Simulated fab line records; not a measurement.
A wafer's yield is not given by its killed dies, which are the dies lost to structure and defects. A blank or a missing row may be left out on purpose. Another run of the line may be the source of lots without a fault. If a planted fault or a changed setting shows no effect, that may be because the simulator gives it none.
fab line records -- flow n5-finfet -- part 2 of 2: steps 18 to 25 of 25
record: lots: 5, wafers: 15, last-day: 17
route steps=1938 shown MOL_CONTACT_COAG@570
lots that met no fault: from a run of the same line without faults
start-h: hours from the record's first day to the start of the lot's first wafer shown -- wait-h: hours elapsed since this lot's preceding step -- " unchanged from the row above -- L1.1+2: several wafers, shown together as one row -- - no value, or no start was given -- * or withheld: withheld -- < > ~ a bound
route shown NAME@n: names a module that has steps shown in the file, with the first one's number in the route -- usual: mean/standard deviation taken from wafers without a fault -- same: alike in all rows -- chamber/n: place in a boat -- sites: readings site by site -- _std_site: their standard deviation -- _edge_site: outer sites' mean less inner sites' -- radius-mm: for every site, how far away it sits from the centre of the wafer -- mask NAME#n: copy n -- behind: tool/chamber where the wafer was last shaped -- hold: why the lot was held/for how many hours/how that ended -- device: names the non-switching transistor (n, p or np) -- end of line: the route-end tests of the same wafers -- a step with no rows: only its recipe -- killed: not the wafer's yield, but the dies lost to structure and defects at the first sort -- map: a wafer's dies, x killed, . not, _ none there
set.NAME: the setting as run; set.NAME@STEP: as run at that earlier step -- model.NAME: the simulator's own value behind a step, which no gauge read
a table for each step, a row for each wafer; lots at some steps of the route
services: when a tool's chamber went out of use (start-h, in hours from the record's first day, below 0 if earlier), for how many hours, and the reason
== steps ==
step: N5_MOL_CONTACT_COAG_STRIP_96
recipe: chemistry: N2/H2, power-w: 500, temp-c: 40, pressure-mtorr: 50, rf-frequency-hz: 6e+07, overash-fraction: 0.3, bias-power-w: 28, h2-frac: 0.5, n2-flow-sccm: 300, h2-flow-sccm: 300
usual: drypump-motor-current-A: 5.7/0.55, oes-product-au: 0.81/0.098, rf-vpp-V: 122.1/1.3, showerhead-plenum-p-Torr: 3.38/0.11, throttle-valve-pct: 18.8/0.47
same: overash-fraction: 0.3
lot.wafer,tool,chamber,start-h,wait-h,drypump-motor-current-A,oes-product-au,rf-hours-counter-h,rf-vpp-V,showerhead-plenum-p-Torr,throttle-valve-pct
L074.2,rie-diel-02,3,98.50,0.0,6.5,0.73,175,121.2,3.35,18.6
L074.3,rie-diel-02,0,98.50,0.0,5.5,0.81,98,122.2,3.41,18.8
L074.6,rie-diel-02,3,98.50,0.0,6.5,0.73,-,120.2,3.35,18.6
L080.1,rie-diel-02,0,134.68,0.0,5.5,0.79,113,122.3,3.40,18.8
L080.4,rie-diel-02,2,134.68,0.0,4.7,0.80,104,125.7,3.49,18.1
L080.6,rie-diel-02,2,134.68,0.0,4.7,0.81,-,123.6,3.49,18.1
L083.1,rie-diel-02,2,159.61,0.0,4.7,0.81,112,124.3,3.49,18.1
L083.2,rie-diel-02,3,159.61,0.0,6.5,0.72,199,119.8,3.34,18.7
L083.3,rie-diel-02,0,159.61,0.0,5.5,0.78,122,120.2,3.40,18.8
L087.1,rie-diel-06,2,176.94,0.0,6.4,0.92,24,122.9,3.56,18.2
L087.4,rie-diel-06,0,176.94,0.0,4.9,0.87,-,121.8,3.31,19.6
L087.5,rie-diel-06,2,176.94,0.0,6.4,0.94,-,123.6,3.56,18.2
L091.1,rie-diel-02,0,210.34,0.0,5.5,0.77,141,124.4,3.39,18.9
L091.3,rie-diel-02,3,210.34,0.0,6.5,0.71,220,120.5,3.33,18.7
L091.6,rie-diel-02,0,210.34,0.0,5.5,0.76,-,121.5,3.39,18.8
step: N5_MOL_CONTACT_COAG_ETCH_47
recipe: chemistry: CH3F/O2, target: SiNx, target-depth-a: 270, mask-material: SiO2, stop-on: W, over-etch-frac: 0.2, ion-energy-ev: 120, endpoint: OES-CN, pressure-mtorr: 30, source-w: 395, bias-w: 73, Ar_flow_sccm: 150, CH3F_flow_sccm: 30, O2_flow_sccm: 20, ends: end-point
usual: O2_flow_sccm: 20.00/0.063, drypump-motor-current-A: 5.7/0.55, etch-rf-on-time-s: 31.4/0.69, oes-product-au: 0.72/0.085, rf-vpp-V: 296/7.6, showerhead-plenum-p-Torr: 2.01/0.073, throttle-valve-pct: 16.25/0.23
lot.wafer,tool,chamber,start-h,wait-h,O2_flow_sccm,drypump-motor-current-A,etch-rf-on-time-s,oes-product-au,rf-hours-counter-h,rf-vpp-V,showerhead-plenum-p-Torr,throttle-valve-pct
L074.2,rie-diel-02,3,98.54,0.0,20.06,6.4,31.6,0.65,175,287,1.98,16.44
L074.3,rie-diel-02,0,98.54,0.0,20.01,5.5,30.4,0.73,98,293,2.01,16.18
L074.6,rie-diel-02,3,98.54,0.0,20.00,6.4,31.3,0.64,-,287,1.98,16.43
L080.1,rie-diel-02,0,134.72,0.0,20.10,5.5,30.3,0.72,113,293,2.01,16.21
L080.4,rie-diel-02,2,134.72,0.0,20.00,4.7,31.7,0.72,104,298,2.09,16.00
L080.6,rie-diel-02,2,134.72,0.0,19.80,4.7,32.0,0.71,-,300,2.09,16.00
L083.1,rie-diel-02,2,159.65,0.0,20.04,4.7,31.3,0.71,112,299,2.09,16.02
L083.2,rie-diel-02,3,159.65,0.0,19.98,6.5,31.3,0.63,199,285,1.98,16.49
L083.3,rie-diel-02,0,159.65,0.0,20.04,5.5,30.6,0.71,122,294,2.01,16.22
L087.1,rie-diel-06,2,176.98,0.0,19.85,6.4,30.7,0.81,24,304,2.12,16.05
L087.4,rie-diel-06,0,176.98,0.0,19.93,4.8,31.6,0.77,-,305,1.93,16.04
L087.5,rie-diel-06,2,176.98,0.0,19.98,6.4,30.7,0.81,-,306,2.12,16.08
L091.1,rie-diel-02,0,210.38,0.0,20.00,5.5,30.6,0.70,141,293,2.00,16.25
L091.3,rie-diel-02,3,210.38,0.0,20.13,6.5,31.9,0.61,220,287,1.97,16.52
L091.6,rie-diel-02,0,210.38,0.0,19.91,5.5,30.7,0.70,-,294,2.00,16.25
step: N5_MOL_CONTACT_COAG_STRIP_119
recipe: chemistry: N2/H2, time-s: 30, power-w: 1000, temp-c: 250, pressure-mtorr: withheld, n2-flow-sccm: 1750, h2-flow-sccm: 3250
usual: drypump-motor-current-A: 5.7/0.52, heater-power-w: 331/40
same: time-s: 30
lot.wafer,tool,chamber,start-h,wait-h,drypump-motor-current-A,heater-power-w,rf-hours-counter-h
L074.2,plasma-asher-01,0,98.62,0.1,6.3,297,43
L074.3,plasma-asher-01,1,98.62,0.1,5.9,333,-
L074.6,plasma-asher-01,1,98.62,0.1,5.8,326,-
L080.1,plasma-asher-02,1,134.81,0.1,6.1,377,93
L080.4,plasma-asher-02,1,134.81,0.1,6.1,384,-
L080.6,plasma-asher-02,1,134.81,0.1,6.1,387,-
L083.1,plasma-asher-01,0,159.73,0.1,6.2,297,56
L083.2,plasma-asher-01,1,159.73,0.1,5.9,337,56
L083.3,plasma-asher-01,0,159.73,0.1,6.3,301,-
L087.1,plasma-asher-01,0,177.06,0.1,6.2,309,60
L087.4,plasma-asher-01,1,177.06,0.1,5.8,346,-
L087.5,plasma-asher-01,1,177.06,0.1,5.8,336,-
L091.1,plasma-asher-01,0,210.46,0.1,6.2,301,66
L091.3,plasma-asher-01,0,210.46,0.1,6.2,302,-
L091.6,plasma-asher-01,0,210.46,0.1,6.3,301,-
step: N5_MOL_CONTACT_COAG_PRECLEAN_144
recipe: chemistry: alkaline-clean, temp-c: 60, time-s: 60, do-ppb: 50
usual: bath-guard-temp-C: 60.0/0.58, do-ppb: 50.0/0.53
same: time-s: 60
lot.wafer,tool,chamber,start-h,wait-h,bath-guard-temp-C,do-ppb
L074.2,wet-bench-04,3,98.70,0.1,60.5,50.5
L074.3,wet-bench-04,1,98.70,0.1,60.7,50.4
L074.6,wet-bench-04,4,98.70,0.1,60.5,49.9
L080.1,wet-bench-03,0,134.89,0.1,61.5,50.7
L080.4,wet-bench-03,1,134.89,0.1,59.1,49.9
L080.6,wet-bench-03,6,134.89,0.1,60.7,50.3
L083.1,wet-bench-06,4,159.81,0.1,59.1,49.8
L083.2,wet-bench-06,3,159.81,0.1,59.9,49.4
L083.3,wet-bench-06,7,159.81,0.1,59.7,50.7
L087.1,wet-bench-06,1,177.15,0.1,59.0,49.9
L087.4,wet-bench-06,2,177.15,0.1,60.3,50.1
L087.5,wet-bench-06,7,177.15,0.1,60.2,49.9
L091.1,wet-bench-04,1,210.55,0.1,60.9,49.9
L091.3,wet-bench-04,5,210.55,0.1,61.0,50.4
L091.6,wet-bench-04,0,210.55,0.1,60.2,50.4
step: N5_MOL_CONTACT_COAG_SRD_145
recipe: dry: ipa-marangoni, time-s: 30, temp-c: 23, rinse-liquid: diw
same: time-s: 30
lot.wafer,tool,chamber,start-h,wait-h
L074.2+3+6,wet-bench-04,"3,1,4",98.72,0.0
L080.1+4+6,wet-bench-03,"0,1,6",134.91,0.0
L083.1+2+3,wet-bench-06,"4,3,7",159.84,0.0
L087.1+4+5,wet-bench-06,"1,2,7",177.17,0.0
L091.1+3+6,wet-bench-04,"1,5,0",210.57,0.0
step: N5_MOL_CONTACT_COAG_CD_MEAS_137
recipe: target-cd-nm: 16
usual: cd-nm: 16.0/0.39
lot.wafer,tool,chamber,start-h,wait-h,cd-nm
L074.2,cd-sem-01,-,98.76,0.0,15.8
L074.3,cd-sem-01,-,98.76,0.0,15.6
L074.6,cd-sem-01,-,98.76,0.0,16.1
L080.1,cd-sem-02,-,134.95,0.0,15.8
L080.4,cd-sem-02,-,134.95,0.0,16.5
L080.6,cd-sem-02,-,134.95,0.0,16.3
L083.1,cd-sem-02,-,159.88,0.0,15.7
L083.2,cd-sem-02,-,159.88,0.0,15.5
L083.3,cd-sem-02,-,159.88,0.0,15.1
L087.1,cd-sem-01,-,177.22,0.0,16.4
L087.4,cd-sem-01,-,177.22,0.0,16.3
L087.5,cd-sem-01,-,177.22,0.0,16.3
L091.1,cd-sem-01,-,210.61,0.0,15.9
L091.3,cd-sem-01,-,210.61,0.0,15.9
L091.6,cd-sem-01,-,210.61,0.0,15.6
step: N5_MOL_CONTACT_COAG_COAT_62
recipe: resist: SOC, temp-c: 250, time-s: 60, spin-rpm: 1500, resist-thk-nm: 60
usual: dispense-pressure-kPa: 52/3.2, heater-power-total-W: 500.3/1.8, plate-temp-C: 250.07/0.18
same: time-s: 60
lot.wafer,tool,chamber,start-h,wait-h,dispense-pressure-kPa,heater-power-total-W,plate-temp-C
L074.2,litho-track-05,0,98.80,0.0,51,502.4,250.18
L074.3,litho-track-05,0,98.80,0.0,51,498.7,250.10
L074.6,litho-track-05,0,98.80,0.0,51,502.1,250.10
L080.1,litho-track-02,0,134.99,0.0,48,501.4,250.06
L080.4,litho-track-02,0,134.99,0.0,48,501.8,249.87
L080.6,litho-track-02,0,134.99,0.0,48,498.6,250.11
L083.1,litho-track-02,0,159.91,0.0,48,499.1,249.79
L083.2,litho-track-02,0,159.91,0.0,48,500.5,249.87
L083.3,litho-track-02,0,159.91,0.0,48,503.1,249.84
L087.1,litho-track-03,0,177.26,0.0,56,498.8,249.81
L087.4,litho-track-03,0,177.26,0.0,56,498.1,250.09
L087.5,litho-track-03,0,177.26,0.0,56,501.1,249.74
L091.1,litho-track-03,0,210.65,0.0,56,501.0,250.36
L091.3,litho-track-03,0,210.65,0.0,56,503.3,250.45
L091.6,litho-track-03,0,210.65,0.0,56,502.0,250.24
step: N5_MOL_CONTACT_COAG_COAT_63
recipe: resist: SiARC, temp-c: 220, time-s: 60, spin-rpm: 1500, resist-thk-nm: 10
usual: dispense-pressure-kPa: 52/3.2, heater-power-total-W: 427.4/2, plate-temp-C: 220.03/0.16
same: time-s: 60
lot.wafer,tool,chamber,start-h,wait-h,dispense-pressure-kPa,heater-power-total-W,plate-temp-C
L074.2,litho-track-05,0,-,-,51,430.3,220.24
L074.3,litho-track-05,0,-,-,51,429.9,220.19
L074.6,litho-track-05,0,-,-,51,426.6,220.06
L080.1,litho-track-02,0,-,-,48,427.5,220.20
L080.4,litho-track-02,0,-,-,48,426.5,219.91
L080.6,litho-track-02,0,-,-,48,430.5,220.02
L083.1,litho-track-02,0,-,-,48,429.3,220.11
L083.2,litho-track-02,0,-,-,48,424.5,220.28
L083.3,litho-track-02,0,-,-,48,427.3,220.18
L087.1,litho-track-03,0,-,-,56,424.4,220.08
L087.4,litho-track-03,0,-,-,56,425.5,220.08
L087.5,litho-track-03,0,-,-,56,427.9,220.07
L091.1,litho-track-03,0,-,-,56,426.5,219.96
L091.3,litho-track-03,0,-,-,56,430.0,220.11
L091.6,litho-track-03,0,-,-,56,425.2,220.07
== services ==
tool,chamber,start-h,hours,kind
plasma-asher-02,-,84.41,1.2,repair
rie-diel-06,2,92.18,-,clean
rie-diel-06,2,92.18,-,consumable-replace:focus-ring
rie-diel-06,2,92.18,-,consumable-replace:showerhead
rie-diel-06,2,92.18,13.1,scheduled-down
rie-diel-06,0,93.20,17.5,repair
plasma-asher-02,-,97.19,2.7,repair
euv-scanner-02,-,100.64,3.7,repair
euv-scanner-01,-,101.90,0.8,repair
euv-scanner-02,-,109.44,17.3,pm
rie-diel-05,2,111.68,4.3,repair
euv-scanner-01,-,126.74,1.0,pm
euv-scanner-01,-,127.75,4.6,pm
euv-scanner-02,-,132.35,1.0,pm
euv-scanner-02,-,138.46,4.6,pm
euv-scanner-02,-,144.92,0.2,repair
rie-diel-05,0,153.50,6.6,repair
euv-scanner-01,-,174.52,1.0,pm
wet-bench-03,-,176.29,1.6,repair
ald-sin-03,-,177.57,14.0,pm
euv-scanner-02,-,185.86,1.0,pm
plasma-asher-02,-,193.41,0.7,repair
rie-diel-05,-,198.73,14.6,pm
euv-scanner-01,-,199.47,5.8,pm
